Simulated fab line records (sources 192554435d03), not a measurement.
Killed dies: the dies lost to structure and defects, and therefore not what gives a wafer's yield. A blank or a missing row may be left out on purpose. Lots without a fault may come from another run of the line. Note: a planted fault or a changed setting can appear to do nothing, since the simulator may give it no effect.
Matching of chambers ; flow n5_finfet ; N5_BEOL_M8_ILD_DEP_00 on pecvd-02 has 3 sister chambers
The step deposits SiCOH lowk from DEMS/porogen, target thk 179.75 nm, time 33.4 s. 6 wafers are shown with their chamber, then 7 later ones without.

## WAFERS, EACH WITH ITS CHAMBER
wafer;chamber;heater_power_w (W);throttle_valve_pct (%)
L086.1;1;243;13.5
L086.5;1;248;13.6
L089.2;2;261;14.0
L089.5;0;364;13.6
L089.3;2;264;13.9
L089.4;0;366;13.9

## WAFERS WITH NO CHAMBER GIVEN
wafer;heater_power_w (W);throttle_valve_pct (%)
L089.6;272;14.0
L088.1;249;13.5
L088.4;248;13.3
L088.6;387;13.4
L095.1;286;14.3
L095.3;262;13.4
L095.6;263;13.3

## WHICH CHAMBER EACH ONE RAN IN
wafer;from the rows above;in truth
L089.6;2;2
L088.1;1;1
L088.4;1;1
L088.6;0;0
L095.1;2;2
L095.3;2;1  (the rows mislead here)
L095.6;2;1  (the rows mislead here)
Placed correctly: 5 of 7. From these rows, 0 cannot be placed. Wrongly placed: 2.
How it was worked out, from the rows above alone: a wafer's distance from a chamber is the root of the sum, over the readings, of the square of ((its reading less the chamber's mean) divided by the reading's scatter). The wafer belongs to the nearest chamber; if the next one is less than 2 further off, it can't be placed. A chamber's mean is the mean of its shown wafers. The scatter is the square root of a quotient: the sum, over the shown wafers, of each reading's squared deviation from its chamber's mean, divided by wafers minus chambers.
